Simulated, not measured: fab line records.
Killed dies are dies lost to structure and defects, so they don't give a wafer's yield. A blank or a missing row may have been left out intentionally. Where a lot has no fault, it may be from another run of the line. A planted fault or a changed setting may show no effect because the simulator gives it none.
Code-filled problem report in 8D (eight disciplines) form | flow n5-finfet | the parts of the form that need people (team, actions taken, sign-off) are left out

== 1. WHAT WENT WRONG ==
Mean of beam-energy-keV at N5_WELL_APT_IMPLANT_32: 67.974 across 6 wafers in 2 lots; on wafers with no fault it is 49.995 (standard deviation 0.016). So: +99 or more standard deviations from the usual mean.
The first sign was on wafer L464.3 at day 5 09:52, on implanter-01. Wafers with a number at this step in the record: 18, from 6 lots. The rule behind "out" and "out of limits": a value lying over 4 standard deviations away from the usual mean. The other wafers with a number count as sound.

== 2. WHAT IT IS, AND WHAT IT ISN'T ==
question                    | is                     | is not
which readings at this step | beam-energy-keV        | -
which lots                  | L464, L466             | L450, L453, L465, L467
which wafers of those lots  | all that have a number | -
read on which tools         | implanter-01           | implanter-02
when                        | from day 5 09:52       | up to then (6 sound wafers); but 6 sound wafers of L465, L467 came after

== 3. THE SUSPECTS, EACH WITH WHAT RULES IT OUT ==
Counting: a tool at a process step up to the reading stays a suspect if it ran every lot that is out and no sound lot after the first of them.
- implanter-01 at N5_WELL_APT_IMPLANT_32: kept. Every lot that is out went through it, starting with L464 (day 5 09:52), and after that it ran no sound lot; the last sound lot it ran before then is L453 (day 2 15:25). Its own beam-energy-keV readings are out on those wafers.
After counting, what remains is implanter-01 at N5_WELL_APT_IMPLANT_32.

== 4. THE CAUSE (what the simulator had put in) ==
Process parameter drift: implanter-01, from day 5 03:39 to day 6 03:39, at N5_WELL_APT_IMPLANT_32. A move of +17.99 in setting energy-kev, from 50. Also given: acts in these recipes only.
This tool alone remained once counting was done.

== 5. SEQUENCE OF EFFECTS, ordered by route ==
One row per reading whose mean, taken over the struck wafers that have a number, lies over 3 standard deviations from the usual. Readings are gone through only where the record gives a usual standard deviation; hours: the median, over the lots, of the time from a lot's start at the first step in this table giving one to that lot's start at this step; sigmas: the change measured in usual standard deviations.
hours | step                   | reading         | usual  | on struck wafers | change  | sigmas
0     | N5_WELL_APT_IMPLANT_32 | beam-energy-keV | 49.995 | 67.974           | +17.979 | +99 or more
It contains these process steps:
- N5_WELL_APT_IMPLANT_32

== 6. HOW IT WOULD HAVE BEEN CAUGHT EARLIER ==
In this record no reading fell out of limits until day 5 09:52, 6 hours after the fault had begun at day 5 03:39.
